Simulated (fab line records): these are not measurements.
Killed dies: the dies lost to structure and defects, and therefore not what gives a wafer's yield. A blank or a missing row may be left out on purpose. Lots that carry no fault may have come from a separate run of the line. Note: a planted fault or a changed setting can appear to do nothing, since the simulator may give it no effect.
Split-lot study || flow n5 finfet || on a route of 1938 steps: 7 lots, 39 wafers read

ABOUT THE SPLIT
At N5_BEOL_M14_DEP_53 (deposits SiCN from 3MS/NH3, target thk 50 nm, time 17.8 s), the setting target thk a was moved away from the recipe's 500 angstrom on 15 of the 39 wafers read, by -49.1% to +21.5%. This setting was run at the recipe's value on the other wafers.

The split's own step is where the reading is taken.

THE READING
SiCN_of_BEOL_M14_DEP_53.thk nm (the simulator's own value, which no gauge read), in nm, at N5_BEOL_M14_DEP_53 (deposits SiCN from 3MS/NH3, target thk 50 nm, time 17.8 s). No usual value for it is given in the file. Here, 24 wafers ran the recipe; their average is 50.3 nm with a standard deviation of 0.57 nm.

{"wafer": "L077.1", "tool, chamber at the split": "pecvd-04, 1", "target thk a as run, angstrom": 500, "against the recipe": "recipe", "SiCN_of_BEOL_M14_DEP_53.thk nm, nm": 49.6, "against lot-mates on the recipe": "-"}
{"wafer": "L077.2", "tool, chamber at the split": "pecvd-04, 2", "target thk a as run, angstrom": 607.7, "against the recipe": "+21.5%", "SiCN_of_BEOL_M14_DEP_53.thk nm, nm": 61, "against lot-mates on the recipe": "+10.9"}
{"wafer": "L077.3", "tool, chamber at the split": "pecvd-04, 0", "target thk a as run, angstrom": 500, "against the recipe": "recipe", "SiCN_of_BEOL_M14_DEP_53.thk nm, nm": 50, "against lot-mates on the recipe": "-"}
{"wafer": "L077.4", "tool, chamber at the split": "pecvd-04, 1,2", "target thk a as run, angstrom": 607.7, "against the recipe": "+21.5%", "SiCN_of_BEOL_M14_DEP_53.thk nm, nm": 61.6, "against lot-mates on the recipe": "+11.5"}
{"wafer": "L077.6", "tool, chamber at the split": "pecvd-04, 1,2", "target thk a as run, angstrom": 607.7, "against the recipe": "+21.5%", "SiCN_of_BEOL_M14_DEP_53.thk nm, nm": 61.6, "against lot-mates on the recipe": "+11.5"}
{"wafer": "L077.5", "tool, chamber at the split": "pecvd-04, 0", "target thk a as run, angstrom": 500, "against the recipe": "recipe", "SiCN_of_BEOL_M14_DEP_53.thk nm, nm": 50.8, "against lot-mates on the recipe": "-"}
{"wafer": "L080.1", "tool, chamber at the split": "pecvd-03, 1", "target thk a as run, angstrom": 500, "against the recipe": "recipe", "SiCN_of_BEOL_M14_DEP_53.thk nm, nm": 50, "against lot-mates on the recipe": "-"}
{"wafer": "L080.2", "tool, chamber at the split": "pecvd-03, 0", "target thk a as run, angstrom": 500, "against the recipe": "recipe", "SiCN_of_BEOL_M14_DEP_53.thk nm, nm": 50.4, "against lot-mates on the recipe": "-"}
{"wafer": "L080.3", "tool, chamber at the split": "pecvd-03, 2,1,0", "target thk a as run, angstrom": 402.1, "against the recipe": "-19.6%", "SiCN_of_BEOL_M14_DEP_53.thk nm, nm": 41.2, "against lot-mates on the recipe": -9.4}
{"wafer": "L080.4", "tool, chamber at the split": "pecvd-03, 2,1,0", "target thk a as run, angstrom": 402.1, "against the recipe": "-19.6%", "SiCN_of_BEOL_M14_DEP_53.thk nm, nm": 41.2, "against lot-mates on the recipe": -9.4}
{"wafer": "L080.6", "tool, chamber at the split": "pecvd-03, 2,1,0", "target thk a as run, angstrom": 402.1, "against the recipe": "-19.6%", "SiCN_of_BEOL_M14_DEP_53.thk nm, nm": 41.2, "against lot-mates on the recipe": -9.4}
{"wafer": "L080.5", "tool, chamber at the split": "pecvd-03, 2", "target thk a as run, angstrom": 500, "against the recipe": "recipe", "SiCN_of_BEOL_M14_DEP_53.thk nm, nm": 51.4, "against lot-mates on the recipe": "-"}
{"wafer": "L081.1", "tool, chamber at the split": "pecvd-03, 2,1", "target thk a as run, angstrom": 375.2, "against the recipe": "-25.0%", "SiCN_of_BEOL_M14_DEP_53.thk nm, nm": 37.4, "against lot-mates on the recipe": -12.7}
{"wafer": "L081.2", "tool, chamber at the split": "pecvd-03, 2,1", "target thk a as run, angstrom": 375.2, "against the recipe": "-25.0%", "SiCN_of_BEOL_M14_DEP_53.thk nm, nm": 37.4, "against lot-mates on the recipe": -12.7}
{"wafer": "L081.3", "tool, chamber at the split": "pecvd-03, 0", "target thk a as run, angstrom": 500, "against the recipe": "recipe", "SiCN_of_BEOL_M14_DEP_53.thk nm, nm": 49.8, "against lot-mates on the recipe": "-"}
{"wafer": "L081.4", "tool, chamber at the split": "pecvd-03, 0,1", "target thk a as run, angstrom": 500, "against the recipe": "recipe", "SiCN_of_BEOL_M14_DEP_53.thk nm, nm": 50.2, "against lot-mates on the recipe": "-"}
{"wafer": "L081.5", "tool, chamber at the split": "pecvd-03, 0,1", "target thk a as run, angstrom": 500, "against the recipe": "recipe", "SiCN_of_BEOL_M14_DEP_53.thk nm, nm": 50.2, "against lot-mates on the recipe": "-"}
{"wafer": "L081.6", "tool, chamber at the split": "pecvd-03, 2", "target thk a as run, angstrom": 375.2, "against the recipe": "-25.0%", "SiCN_of_BEOL_M14_DEP_53.thk nm, nm": 38.2, "against lot-mates on the recipe": -11.9}
{"wafer": "L083.1", "tool, chamber at the split": "pecvd-03, 0,1", "target thk a as run, angstrom": 500, "against the recipe": "recipe", "SiCN_of_BEOL_M14_DEP_53.thk nm, nm": 50.2, "against lot-mates on the recipe": "-"}
{"wafer": "L083.2", "tool, chamber at the split": "pecvd-03, 0,1", "target thk a as run, angstrom": 500, "against the recipe": "recipe", "SiCN_of_BEOL_M14_DEP_53.thk nm, nm": 50.2, "against lot-mates on the recipe": "-"}
{"wafer": "L083.3", "tool, chamber at the split": "pecvd-03, 2", "target thk a as run, angstrom": 500, "against the recipe": "recipe", "SiCN_of_BEOL_M14_DEP_53.thk nm, nm": 50, "against lot-mates on the recipe": "-"}
{"wafer": "L083.4", "tool, chamber at the split": "pecvd-03, 2,1", "target thk a as run, angstrom": 500, "against the recipe": "recipe", "SiCN_of_BEOL_M14_DEP_53.thk nm, nm": 51.4, "against lot-mates on the recipe": "-"}
{"wafer": "L083.6", "tool, chamber at the split": "pecvd-03, 2,1", "target thk a as run, angstrom": 500, "against the recipe": "recipe", "SiCN_of_BEOL_M14_DEP_53.thk nm, nm": 51.4, "against lot-mates on the recipe": "-"}
{"wafer": "L083.5", "tool, chamber at the split": "pecvd-03, 0", "target thk a as run, angstrom": 500, "against the recipe": "recipe", "SiCN_of_BEOL_M14_DEP_53.thk nm, nm": 51, "against lot-mates on the recipe": "-"}
{"wafer": "L087.1", "tool, chamber at the split": "pecvd-04, 0", "target thk a as run, angstrom": 254.5, "against the recipe": "-49.1%", "SiCN_of_BEOL_M14_DEP_53.thk nm, nm": 25.8, "against lot-mates on the recipe": -24.3}
{"wafer": "L087.4", "tool, chamber at the split": "pecvd-04, 0", "target thk a as run, angstrom": 254.5, "against the recipe": "-49.1%", "SiCN_of_BEOL_M14_DEP_53.thk nm, nm": 25.8, "against lot-mates on the recipe": -24.3}
{"wafer": "L087.2", "tool, chamber at the split": "pecvd-04, 1", "target thk a as run, angstrom": 500, "against the recipe": "recipe", "SiCN_of_BEOL_M14_DEP_53.thk nm, nm": 50.2, "against lot-mates on the recipe": "-"}
{"wafer": "L087.3", "tool, chamber at the split": "pecvd-04, 2", "target thk a as run, angstrom": 500, "against the recipe": "recipe", "SiCN_of_BEOL_M14_DEP_53.thk nm, nm": 49.4, "against lot-mates on the recipe": "-"}
{"wafer": "L087.5", "tool, chamber at the split": "pecvd-04, 2", "target thk a as run, angstrom": 254.5, "against the recipe": "-49.1%", "SiCN_of_BEOL_M14_DEP_53.thk nm, nm": 26, "against lot-mates on the recipe": -24.1}
{"wafer": "L087.6", "tool, chamber at the split": "pecvd-04, 1", "target thk a as run, angstrom": 500, "against the recipe": "recipe", "SiCN_of_BEOL_M14_DEP_53.thk nm, nm": 50.8, "against lot-mates on the recipe": "-"}
{"wafer": "L096.1", "tool, chamber at the split": "pecvd-02, 1", "target thk a as run, angstrom": 369.7, "against the recipe": "-26.1%", "SiCN_of_BEOL_M14_DEP_53.thk nm, nm": 36.6, "against lot-mates on the recipe": -13.4}
{"wafer": "L096.2", "tool, chamber at the split": "pecvd-02, 0", "target thk a as run, angstrom": 369.7, "against the recipe": "-26.1%", "SiCN_of_BEOL_M14_DEP_53.thk nm, nm": 36.4, "against lot-mates on the recipe": -13.6}
{"wafer": "L096.3", "tool, chamber at the split": "pecvd-02, 2", "target thk a as run, angstrom": 500, "against the recipe": "recipe", "SiCN_of_BEOL_M14_DEP_53.thk nm, nm": 49.6, "against lot-mates on the recipe": "-"}
{"wafer": "L096.4", "tool, chamber at the split": "pecvd-02, 1", "target thk a as run, angstrom": 500, "against the recipe": "recipe", "SiCN_of_BEOL_M14_DEP_53.thk nm, nm": 50, "against lot-mates on the recipe": "-"}
{"wafer": "L096.5", "tool, chamber at the split": "pecvd-02, 0", "target thk a as run, angstrom": 369.7, "against the recipe": "-26.1%", "SiCN_of_BEOL_M14_DEP_53.thk nm, nm": 37, "against lot-mates on the recipe": -13.0}
{"wafer": "L096.6", "tool, chamber at the split": "pecvd-02, 2", "target thk a as run, angstrom": 500, "against the recipe": "recipe", "SiCN_of_BEOL_M14_DEP_53.thk nm, nm": 50.4, "against lot-mates on the recipe": "-"}
{"wafer": "L097.2", "tool, chamber at the split": "pecvd-04, 2,1", "target thk a as run, angstrom": 500, "against the recipe": "recipe", "SiCN_of_BEOL_M14_DEP_53.thk nm, nm": 49.8, "against lot-mates on the recipe": "-"}
{"wafer": "L097.3", "tool, chamber at the split": "pecvd-04, 2,1", "target thk a as run, angstrom": 500, "against the recipe": "recipe", "SiCN_of_BEOL_M14_DEP_53.thk nm, nm": 49.8, "against lot-mates on the recipe": "-"}
{"wafer": "L097.5", "tool, chamber at the split": "pecvd-04, 1", "target thk a as run, angstrom": 500, "against the recipe": "recipe", "SiCN_of_BEOL_M14_DEP_53.thk nm, nm": 50, "against lot-mates on the recipe": "-"}
The file does not say which wafer passed through which chamber wherever a row lists several chambers: such a row stands for several wafers.

FIT RESULTS
A straight line over all 39 wafers: SiCN_of_BEOL_M14_DEP_53.thk nm changes by +0.502 nm for each +1% of target thk a; r = +1.00; the points scatter about the line by 0.56 nm.
The same after taking each lot's own level away (the mean of its wafers on the recipe; 39 wafers): +0.501 nm for each +1%; r = +1.00; scatter 0.46 nm.
That fit puts the effect of the largest move of target thk a on the reading at 25 nm.
From 49.87 to 50.70 nm: that is the span of the lots' own levels, equal to 1.5 times the standard deviation above.
Hence the lot-to-lot level has little effect on the slope; both slopes agree.
Check: with one of the wafers moved furthest among these (-49.1%) left out of the fit, the line predicts -24.5 nm for it against its lot-mates. Against them it came out at -24.3 nm.

THESE WAFERS: OTHER SPLITS
Note: prior to the reading, these wafers also went through further splits. Each is held against what the fit with the lots' levels taken away leaves over:
{"other split on the same wafers": "N5_BEOL_M11_TRENCH_ETCH_37 target depth a", "wafers away from the commonest value": 9, "r with SiCN_of_BEOL_M14_DEP_53.thk nm (lot level and that fit taken away)": "+0.14"}

FILE'S OWN FIT
SiCN_of_BEOL_M14_DEP_53.thk nm changes by +0.499 nm for each +1% of target thk a, r = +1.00.
